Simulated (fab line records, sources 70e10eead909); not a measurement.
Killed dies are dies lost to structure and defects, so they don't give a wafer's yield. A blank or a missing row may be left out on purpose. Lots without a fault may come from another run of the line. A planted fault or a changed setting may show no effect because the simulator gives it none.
Which tool did it? | flow nand_harc | 9 lots, 27 wafers sampled, at 9 steps of a route of 1302

WHAT THE GAUGES READ, wafer by wafer
NHARC_A_ONON_D1_THK_MEAS_11: measures by ellipsometry.
lot  | measured     | on            | thk_nm (nm)
L278 | day 8 09:31  | film_metro-02 | 1000 1000 999
L280 | day 9 00:47  | film_metro-01 | 975 977 977
L281 | day 9 07:38  | film_metro-02 | 1008 1009 1008
L287 | day 12 09:37 | film_metro-01 | 996 995 997
L290 | day 13 03:47 | film_metro-01 | 982 985 982
L293 | day 14 16:29 | film_metro-01 | 1015 1013 1014
L295 | day 15 08:20 | film_metro-01 | 1006 1005 1004
L297 | day 16 00:16 | film_metro-01 | 1000 1000 999
L299 | day 16 18:34 | film_metro-01 | 1006 1007 1005

NHARC_A_ONON_D1_THK_MEAS_14: measures by ellipsometry.
lot  | measured     | on            | thk_nm (nm)
L278 | day 8 10:05  | film_metro-01 | 993 993 994
L280 | day 9 01:22  | film_metro-01 | 991 990 992
L281 | day 9 08:13  | film_metro-01 | 1013 1012 1011
L287 | day 12 10:11 | film_metro-02 | 1000 1001 1001
L290 | day 13 04:21 | film_metro-01 | 1007 1008 1006
L293 | day 14 17:04 | film_metro-01 | 1002 1002 1002
L295 | day 15 08:54 | film_metro-02 | 1018 1017 1017
L297 | day 16 00:50 | film_metro-02 | 1006 1005 1005
L299 | day 16 19:07 | film_metro-01 | 988 989 989

NHARC_A_CHANNEL_HOLE_D1_CD_MEAS_10: target cd 100 nm.
lot  | measured     | on        | cd_nm (nm)
L278 | day 9 04:16  | cd_sem-03 | 99.8 100.5 100.1
L280 | day 9 15:23  | cd_sem-02 | 99.0 99.3 99.8
L281 | day 9 21:24  | cd_sem-03 | 100.4 100.7 100.5
L287 | day 13 01:07 | cd_sem-01 | 109.3 108.8 108.1
L290 | day 13 17:55 | cd_sem-01 | 109.1 109.0 109.0
L293 | day 15 08:58 | cd_sem-01 | 100.5 101.0 100.8
L295 | day 15 22:53 | cd_sem-03 | 100.3 100.1 100.0
L297 | day 16 18:40 | cd_sem-03 | 100.2 99.9 100.3
L299 | day 17 11:29 | cd_sem-03 | 100.2 100.3 100.3

NHARC_A_CHANNEL_HOLE_D1_CD_MEAS_30.
lot  | measured     | on        | cd_nm (nm)
L278 | day 9 11:49  | cd_sem-02 | 89.1 90.1 89.8
L280 | day 9 22:25  | cd_sem-01 | 89.0 89.0 90.9
L281 | day 10 04:17 | cd_sem-02 | 88.3 91.4 89.7
L287 | day 13 08:16 | cd_sem-03 | 99.5 100.0 97.3
L290 | day 14 03:27 | cd_sem-03 | 99.8 100.5 98.9
L293 | day 15 16:41 | cd_sem-03 | 88.6 90.9 88.8
L295 | day 16 06:14 | cd_sem-03 | 90.0 89.9 89.2
L297 | day 17 01:32 | cd_sem-01 | 90.5 87.1 88.9
L299 | day 17 23:02 | cd_sem-01 | 89.1 89.5 88.4

NHARC_END_WLT_00.
lot  | measured     | on        | VT_DECK1_BOTTOM   | VT_DECK1_BOTTOM_INNER | VT_DECK1_MEDIAN_NEAR_BOTTOM | VT_DECK1_MEDIAN_NEAR_BOTTOM_INNER | VT_DECK1_MIDDLE   | VT_DECK1_MIDDLE_INNER | VT_DECK1_TOP      | VT_DECK1_TOP_INNER | VT_DECK2_BOTTOM   | VT_DECK2_BOTTOM_INNER | VT_DECK2_MEDIAN_NEAR_BOTTOM | VT_DECK2_MEDIAN_NEAR_BOTTOM_INNER | VT_DECK2_MIDDLE   | VT_DECK2_MIDDLE_INNER | VT_DECK2_TOP      | VT_DECK2_TOP_INNER
L278 | day 25 11:10 | prober-02 | 0.866 0.860 0.863 | 0.868 0.865 0.868     | 0.864 0.874 0.873           | 0.875 0.860 0.876                 | 0.863 0.884 0.879 | 0.877 0.884 0.879     | 0.892 0.894 0.883 | 0.891 0.885 0.884  | 0.864 0.853 0.857 | 0.867 0.857 0.857     | 0.862 0.857 0.855           | 0.863 0.867 0.860                 | 0.873 0.869 0.869 | 0.871 0.876 0.874     | 0.876 0.880 0.878 | 0.875 0.883 0.893
L280 | day 25 03:52 | prober-01 | 0.863 0.872 0.880 | 0.874 0.865 0.867     | 0.868 0.871 0.870           | 0.871 0.863 0.878                 | 0.881 0.881 0.893 | 0.890 0.886 0.881     | 0.898 0.899 0.903 | 0.896 0.891 0.895  | 0.864 0.868 0.867 | 0.870 0.868 0.861     | 0.876 0.865 0.862           | 0.875 0.873 0.879                 | 0.879 0.879 0.882 | 0.880 0.878 0.877     | 0.889 0.884 0.896 | 0.889 0.891 0.885
L281 | day 25 13:00 | prober-01 | 0.860 0.872 0.870 | 0.862 0.883 0.867     | 0.872 0.877 0.874           | 0.872 0.879 0.873                 | 0.883 0.883 0.885 | 0.889 0.891 0.893     | 0.899 0.901 0.908 | 0.902 0.896 0.904  | 0.879 0.870 0.879 | 0.874 0.876 0.879     | 0.882 0.872 0.872           | 0.878 0.881 0.880                 | 0.881 0.894 0.896 | 0.883 0.888 0.891     | 0.898 0.899 0.899 | 0.900 0.902 0.898
L287 | day 29 00:37 | prober-02 | 0.883 0.897 0.883 | 0.881 0.894 0.879     | 0.885 0.894 0.887           | 0.890 0.895 0.880                 | 0.899 0.894 0.896 | 0.889 0.891 0.901     | 0.903 0.907 0.907 | 0.900 0.906 0.907  | 0.866 0.876 0.875 | 0.867 0.874 0.867     | 0.878 0.871 0.878           | 0.872 0.881 0.881                 | 0.886 0.886 0.891 | 0.882 0.885 0.887     | 0.889 0.891 0.890 | 0.891 0.888 0.903
L290 | day 29 08:25 | prober-01 | 0.902 0.897 0.897 | 0.897 0.896 0.891     | 0.890 0.893 0.893           | 0.900 0.892 0.900                 | 0.909 0.900 0.902 | 0.906 0.905 0.905     | 0.916 0.927 0.907 | 0.913 0.915 0.915  | 0.874 0.874 0.864 | 0.864 0.874 0.877     | 0.875 0.867 0.875           | 0.871 0.872 0.864                 | 0.891 0.891 0.886 | 0.886 0.885 0.878     | 0.892 0.893 0.896 | 0.902 0.892 0.894
L293 | day 30 16:38 | prober-02 | 0.873 0.871 0.875 | 0.875 0.878 0.876     | 0.872 0.869 0.865           | 0.874 0.871 0.869                 | 0.887 0.891 0.886 | 0.886 0.890 0.890     | 0.902 0.900 0.908 | 0.893 0.904 0.902  | 0.874 0.874 0.868 | 0.876 0.875 0.880     | 0.867 0.883 0.875           | 0.872 0.879 0.881                 | 0.885 0.890 0.884 | 0.888 0.884 0.886     | 0.895 0.901 0.891 | 0.896 0.895 0.901
L295 | day 31 16:33 | prober-01 | 0.868 0.870 0.865 | 0.866 0.870 0.869     | 0.873 0.864 0.871           | 0.863 0.875 0.868                 | 0.879 0.878 0.880 | 0.872 0.881 0.881     | 0.897 0.892 0.887 | 0.888 0.894 0.887  | 0.861 0.857 0.865 | 0.862 0.866 0.871     | 0.865 0.859 0.861           | 0.869 0.863 0.870                 | 0.866 0.873 0.871 | 0.873 0.880 0.871     | 0.892 0.882 0.888 | 0.884 0.885 0.879
L297 | day 32 15:16 | prober-01 | 0.866 0.851 0.859 | 0.870 0.856 0.859     | 0.862 0.856 0.864           | 0.870 0.861 0.870                 | 0.882 0.877 0.883 | 0.881 0.880 0.877     | 0.889 0.893 0.886 | 0.891 0.886 0.892  | 0.869 0.871 0.877 | 0.869 0.868 0.875     | 0.871 0.870 0.865           | 0.866 0.878 0.874                 | 0.879 0.888 0.881 | 0.879 0.882 0.887     | 0.893 0.888 0.892 | 0.892 0.893 0.890
L299 | day 33 02:41 | prober-02 | 0.878 0.878 0.873 | 0.877 0.878 0.871     | 0.876 0.882 0.874           | 0.886 0.879 0.874                 | 0.893 0.893 0.884 | 0.897 0.894 0.895     | 0.904 0.907 0.905 | 0.907 0.906 0.909  | 0.863 0.861 0.859 | 0.857 0.855 0.863     | 0.865 0.856 0.855           | 0.858 0.854 0.863                 | 0.869 0.876 0.865 | 0.883 0.861 0.870     | 0.877 0.883 0.885 | 0.873 0.875 0.873

NHARC_END_SORT_01.
lot  | measured     | on        | killed_at_array | killed_at_other | killed_at_periphery | killed_dies | killed_open | killed_short
L287 | day 29 04:14 | prober-02 | 57              | 1               | 5                   | 63          | 5           | 5
L290 | day 29 13:40 | prober-01 | 61              | 1               | 0                   | 62          | 3           | 2
L297 | day 32 18:13 | prober-01 | 27 27 44        | 0 0 0           | 2 5 3               | 29 32 47    | 1 3 6       | 0 2 4

WHICH TOOL RAN EACH LOT (tool, then ch and the chambers of the sampled wafers, then the start)
lot  | NHARC_A_CHANNEL_HOLE_D1_DEP_00 | NHARC_A_CHANNEL_HOLE_D1_PEB_08    | NHARC_A_CHANNEL_HOLE_D1_XSEM_31
L278 | acl_dep-02 ch 0, day 9 01:55   | litho_track-06 ch 0, day 9 04:11  | xsem-01 ch 0, day 9 11:54
L280 | acl_dep-03 ch 0, day 9 13:23   | litho_track-01 ch 0, day 9 15:18  | xsem-02 ch 0, day 9 22:31
L281 | acl_dep-02 ch 0, day 9 18:53   | litho_track-06 ch 0, day 9 21:20  | xsem-01 ch 0, day 10 04:22
L287 | acl_dep-02 ch 0, day 12 23:05  | litho_track-06 ch 0, day 13 01:02 | xsem-02 ch 0, day 13 08:21
L290 | acl_dep-02 ch 0, day 13 16:01  | litho_track-06 ch 0, day 13 17:50 | xsem-01 ch 0, day 14 03:32
L293 | acl_dep-03 ch 0, day 15 06:40  | litho_track-04 ch 0, day 15 08:53 | xsem-02 ch 0, day 15 16:46
L295 | acl_dep-01 ch 0, day 15 20:13  | litho_track-04 ch 0, day 15 22:48 | xsem-01 ch 0, day 16 06:19
L297 | acl_dep-02 ch 0, day 16 16:08  | litho_track-01 ch 0, day 16 18:35 | xsem-02 ch 0, day 17 01:38
L299 | acl_dep-03 ch 0, day 17 09:08  | litho_track-06 ch 0, day 17 11:24 | xsem-02 ch 0, day 17 23:07
- NHARC_A_CHANNEL_HOLE_D1_DEP_00: deposits aC, target thk 3100 nm.
- NHARC_A_CHANNEL_HOLE_D1_PEB_08: peb time 65 s.
- NHARC_A_CHANNEL_HOLE_D1_XSEM_31

WHAT THE TOOLS THEMSELVES READ (means of the sampled wafers that have a number; where no wafer has one, the mark that the record gives instead)
NHARC_A_CHANNEL_HOLE_D1_DEP_00.
lot  | tool       | susceptor_temp_C (C) | throttle_valve_pct (%)
L278 | acl_dep-02 | 400.12               | 35.003
L280 | acl_dep-03 | -                    | 34.997
L281 | acl_dep-02 | 400.04               | 34.994
L287 | acl_dep-02 | 400.23               | 35.008
L290 | acl_dep-02 | -                    | 35.002
L293 | acl_dep-03 | -                    | 34.997
L295 | acl_dep-01 | 399.81               | 34.999
L297 | acl_dep-02 | 399.80               | 34.996
L299 | acl_dep-03 | 400.07               | 35.003

NHARC_A_CHANNEL_HOLE_D1_PEB_08.
lot  | tool           | resist_line_temp_C (C)
L278 | litho_track-06 | 23.09
L280 | litho_track-01 | 23.03
L281 | litho_track-06 | 23.02
L287 | litho_track-06 | 22.91
L290 | litho_track-06 | 22.96
L293 | litho_track-04 | 23.04
L295 | litho_track-04 | 22.81
L297 | litho_track-01 | 22.99
L299 | litho_track-06 | 23.04

NHARC_A_CHANNEL_HOLE_D1_XSEM_31.
lot  | tool    | bot_cd_nm (nm) | bow_nm (nm) | tilt_deg (degrees)
L278 | xsem-01 | 73.6           | 8.6         | 0.12
L280 | xsem-02 | 73.7           | 8.6         | 0.07
L281 | xsem-01 | 74.4           | 8.3         | 0.17
L287 | xsem-02 | 83.5           | 8.9         | 0.09
L290 | xsem-01 | 84.8           | 8.5         | 0.01
L293 | xsem-02 | 73.7           | 8.3         | 0.04
L295 | xsem-01 | 73.6           | 8.6         | 0.06
L297 | xsem-02 | 74.1           | 8.2         | 0.09
L299 | xsem-02 | 73.4           | 8.8         | 0.06

THE ANSWER, worked out from the rows above alone
Rule: what is usual is taken from the lots themselves. Put in order of their means at a reading, lots are off if they are a third of the lots or fewer, leave a main group of 4 or more, and stand apart from it by a gap of 3 or more times the standard deviation of the main group's means; of several such gaps the widest counts. A main group whose means are all the same, to the digits that the tables above print for the reading, isn't used. A lot without any number at a reading at which 4 lots or more have one is off too. The other lots that the step has rows for count as sound. The gauges are gone through in route order, then the tools' own readings, and for those a lot's mean is taken as printed above. The first step at which some lot is off is used, and at that step the reading that is off furthest; a lot without a number counts as furthest.
Off: L287, L290, at NHARC_A_CHANNEL_HOLE_D1_CD_MEAS_10 (cd_nm). The main group: mean 100.2 nm, standard deviation 0.4.
A tool fits if, at a process step before that reading, it ran every lot that is off, and no sound lot after the first of them. The gauges at NHARC_A_CHANNEL_HOLE_D1_CD_MEAS_10 aren't tried: what is off there is off at NHARC_A_CHANNEL_HOLE_D1_CD_MEAS_30 too, on other tools, and a gauge's error can't cause that. None of those tried fits.

WHAT THE SIMULATOR HAD PUT IN
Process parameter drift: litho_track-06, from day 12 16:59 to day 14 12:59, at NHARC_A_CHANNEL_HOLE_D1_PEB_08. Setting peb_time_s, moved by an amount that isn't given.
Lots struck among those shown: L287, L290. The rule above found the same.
